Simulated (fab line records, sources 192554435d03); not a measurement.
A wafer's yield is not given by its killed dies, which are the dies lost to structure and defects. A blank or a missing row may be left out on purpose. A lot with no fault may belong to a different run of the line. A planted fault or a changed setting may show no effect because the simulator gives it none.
Chamber matching || flow n5 finfet || rie diel-06 running N5_MOL_CONTACT_COAG_ETCH_15: 4 sister chambers
The step etches SiNx in CH3F/O2, stops on Si:P, target depth 7 nm. 16 wafers are shown with their chamber, then 8 later ones without.

== WAFERS WITH THEIR CHAMBER ==
{"wafer": "L074.2", "chamber": 3, "drypump motor current A (A)": 4.9, "showerhead plenum p Torr (Torr)": 2.03, "throttle valve pct (%)": 16.31}
{"wafer": "L074.5", "chamber": 0, "drypump motor current A (A)": 6.8, "showerhead plenum p Torr (Torr)": 1.93, "throttle valve pct (%)": 15.96}
{"wafer": "L074.6", "chamber": 3, "drypump motor current A (A)": 4.9, "showerhead plenum p Torr (Torr)": 2.03, "throttle valve pct (%)": 16.33}
{"wafer": "L079.1", "chamber": 0, "drypump motor current A (A)": 6.8, "showerhead plenum p Torr (Torr)": 1.93, "throttle valve pct (%)": 15.99}
{"wafer": "L079.4", "chamber": 1, "drypump motor current A (A)": 5.7, "showerhead plenum p Torr (Torr)": 2.09, "throttle valve pct (%)": 16.63}
{"wafer": "L079.6", "chamber": 0, "drypump motor current A (A)": 6.8, "showerhead plenum p Torr (Torr)": 1.93, "throttle valve pct (%)": 15.98}
{"wafer": "L080.1", "chamber": 3, "drypump motor current A (A)": 4.9, "showerhead plenum p Torr (Torr)": 2.02, "throttle valve pct (%)": 16.32}
{"wafer": "L080.3", "chamber": 2, "drypump motor current A (A)": 5.9, "showerhead plenum p Torr (Torr)": 1.93, "throttle valve pct (%)": 16.19}
{"wafer": "L080.6", "chamber": 1, "drypump motor current A (A)": 5.7, "showerhead plenum p Torr (Torr)": 2.09, "throttle valve pct (%)": 16.61}
{"wafer": "L081.1", "chamber": 2, "drypump motor current A (A)": 5.9, "showerhead plenum p Torr (Torr)": 1.93, "throttle valve pct (%)": 16.19}
{"wafer": "L081.4", "chamber": 1, "drypump motor current A (A)": 5.7, "showerhead plenum p Torr (Torr)": 2.09, "throttle valve pct (%)": 16.62}
{"wafer": "L081.6", "chamber": 0, "drypump motor current A (A)": 6.9, "showerhead plenum p Torr (Torr)": 1.93, "throttle valve pct (%)": 15.99}
{"wafer": "L088.2", "chamber": 0, "drypump motor current A (A)": 6.8, "showerhead plenum p Torr (Torr)": 1.92, "throttle valve pct (%)": 16.00}
{"wafer": "L088.3", "chamber": 2, "drypump motor current A (A)": 5.9, "showerhead plenum p Torr (Torr)": 1.92, "throttle valve pct (%)": 16.22}
{"wafer": "L088.5", "chamber": 1, "drypump motor current A (A)": 5.7, "showerhead plenum p Torr (Torr)": 2.08, "throttle valve pct (%)": 16.65}
{"wafer": "L090.1", "chamber": 3, "drypump motor current A (A)": 4.9, "showerhead plenum p Torr (Torr)": 2.02, "throttle valve pct (%)": 16.38}

SIGNATURES (averages over the wafers above)
{"reading": "drypump motor current A", "chamber 0": 6.820, "chamber 1": 5.700, "chamber 2": 5.900, "chamber 3": 4.900, "scatter within a chamber": 0.0258}
{"reading": "showerhead plenum p Torr", "chamber 0": 1.9280, "chamber 1": 2.0875, "chamber 2": 1.9267, "chamber 3": 2.0250, "scatter within a chamber": 0.00518}
{"reading": "throttle valve pct", "chamber 0": 15.9840, "chamber 1": 16.6275, "chamber 2": 16.2000, "chamber 3": 16.3350, "scatter within a chamber": 0.021}
Rule: for a wafer and a chamber, the distance is found by dividing, reading by reading, the gap between the wafer's reading and the chamber's mean by the reading's scatter, squaring, summing and taking the root. The wafer belongs to the nearest chamber; if the next one is less than 2 further off, it can't be placed. The scatter: take each reading less its chamber's mean, square it, sum over the shown wafers, divide by the number of wafers less the number of chambers, and take the root.

== WAFERS WITHOUT THEIR CHAMBER ==
{"wafer": "L090.3", "drypump motor current A (A)": 6.8, "showerhead plenum p Torr (Torr)": 1.92, "throttle valve pct (%)": 16.03}
{"wafer": "L090.6", "drypump motor current A (A)": 4.9, "showerhead plenum p Torr (Torr)": 2.02, "throttle valve pct (%)": 16.38}
{"wafer": "L092.1", "drypump motor current A (A)": 5.7, "showerhead plenum p Torr (Torr)": 2.08, "throttle valve pct (%)": 16.68}
{"wafer": "L092.4", "drypump motor current A (A)": 4.9, "showerhead plenum p Torr (Torr)": 2.01, "throttle valve pct (%)": 16.40}
{"wafer": "L092.6", "drypump motor current A (A)": 5.7, "showerhead plenum p Torr (Torr)": 2.08, "throttle valve pct (%)": 16.70}
{"wafer": "L096.2", "drypump motor current A (A)": 4.9, "showerhead plenum p Torr (Torr)": 2.01, "throttle valve pct (%)": 16.40}
{"wafer": "L096.3", "drypump motor current A (A)": 5.9, "showerhead plenum p Torr (Torr)": 1.91, "throttle valve pct (%)": 16.26}
{"wafer": "L096.6", "drypump motor current A (A)": 6.0, "showerhead plenum p Torr (Torr)": 1.91, "throttle valve pct (%)": 16.24}

== CHAMBER TAKEN BY EACH ==
{"wafer": "L090.3", "from the rows above": 0, "in truth": 0}
{"wafer": "L090.6", "from the rows above": 3, "in truth": 3}
{"wafer": "L092.1", "from the rows above": 1, "in truth": 1}
{"wafer": "L092.4", "from the rows above": 3, "in truth": 3}
{"wafer": "L092.6", "from the rows above": 1, "in truth": 1}
{"wafer": "L096.2", "from the rows above": 3, "in truth": 3}
{"wafer": "L096.3", "from the rows above": 2, "in truth": 2}
{"wafer": "L096.6", "from the rows above": 2, "in truth": 2}
Correct placement for 8 of the 8. Left unplaced by these rows: 0. Number placed wrongly: 0.
